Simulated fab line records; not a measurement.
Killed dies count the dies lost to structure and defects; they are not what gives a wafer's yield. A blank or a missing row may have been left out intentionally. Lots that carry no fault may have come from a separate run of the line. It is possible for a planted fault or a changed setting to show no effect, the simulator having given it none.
Matching of chambers / flow nand-harc / 4 sister chambers for NHARC_P_GATE_DESCUM_93 on rie-diel-06
The step chemistry O2, time 3 s. 8 wafers are shown with their chamber, then 7 later ones without.

== WAFERS, EACH WITH ITS CHAMBER ==
wafer=L388.3; chamber=1; showerhead-plenum-p-Torr (Torr)=1.92; oes-product-au (a.u.)=1.005
wafer=L401.4; chamber=2; showerhead-plenum-p-Torr (Torr)=1.87; oes-product-au (a.u.)=0.996
wafer=L401.5; chamber=3; showerhead-plenum-p-Torr (Torr)=1.97; oes-product-au (a.u.)=1.014
wafer=L406.2; chamber=0; showerhead-plenum-p-Torr (Torr)=1.96; oes-product-au (a.u.)=0.996
wafer=L406.5; chamber=2; showerhead-plenum-p-Torr (Torr)=1.87; oes-product-au (a.u.)=0.978
wafer=L406.6; chamber=1; showerhead-plenum-p-Torr (Torr)=1.91; oes-product-au (a.u.)=1.004
wafer=L407.1; chamber=0; showerhead-plenum-p-Torr (Torr)=1.96; oes-product-au (a.u.)=1.009
wafer=L407.3; chamber=3; showerhead-plenum-p-Torr (Torr)=1.96; oes-product-au (a.u.)=1.015

== WAFERS MISSING THEIR CHAMBER ==
wafer=L407.5; showerhead-plenum-p-Torr (Torr)=1.96; oes-product-au (a.u.)=1.017
wafer=L408.2; showerhead-plenum-p-Torr (Torr)=1.96; oes-product-au (a.u.)=1.007
wafer=L408.3; showerhead-plenum-p-Torr (Torr)=1.91; oes-product-au (a.u.)=1.015
wafer=L408.4; showerhead-plenum-p-Torr (Torr)=1.87; oes-product-au (a.u.)=0.993
wafer=L409.1; showerhead-plenum-p-Torr (Torr)=1.96; oes-product-au (a.u.)=0.996
wafer=L409.2; showerhead-plenum-p-Torr (Torr)=1.91; oes-product-au (a.u.)=1.001
wafer=L409.6; showerhead-plenum-p-Torr (Torr)=1.96; oes-product-au (a.u.)=0.998

== THE CHAMBER EACH PASSED THROUGH ==
wafer=L407.5; from the rows above=can't be placed: 3 or 0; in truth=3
wafer=L408.2; from the rows above=can't be placed: 0 or 3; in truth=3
wafer=L408.3; from the rows above=1; in truth=1
wafer=L408.4; from the rows above=2; in truth=2
wafer=L409.1; from the rows above=can't be placed: 0 or 3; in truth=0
wafer=L409.2; from the rows above=1; in truth=1
wafer=L409.6; from the rows above=can't be placed: 0 or 3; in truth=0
Placed correctly: 3 of 7. Can't be placed from these rows: 4 (the true chamber is among the candidates in 4). Placed wrongly: 0.
How it was worked out, from the rows above alone: a wafer's distance from a chamber is the root of the sum, over the readings, of the square of ((its reading less the chamber's mean) divided by the reading's scatter). If the next closest chamber is less than 2 further off than the closest, the wafer can't be placed; otherwise it belongs to the closest. A chamber's mean is the mean of its shown wafers. How the scatter is found: for the shown wafers, subtract from each reading the mean of its chamber, square and add these, divide the total by (wafers less chambers), then take the root.
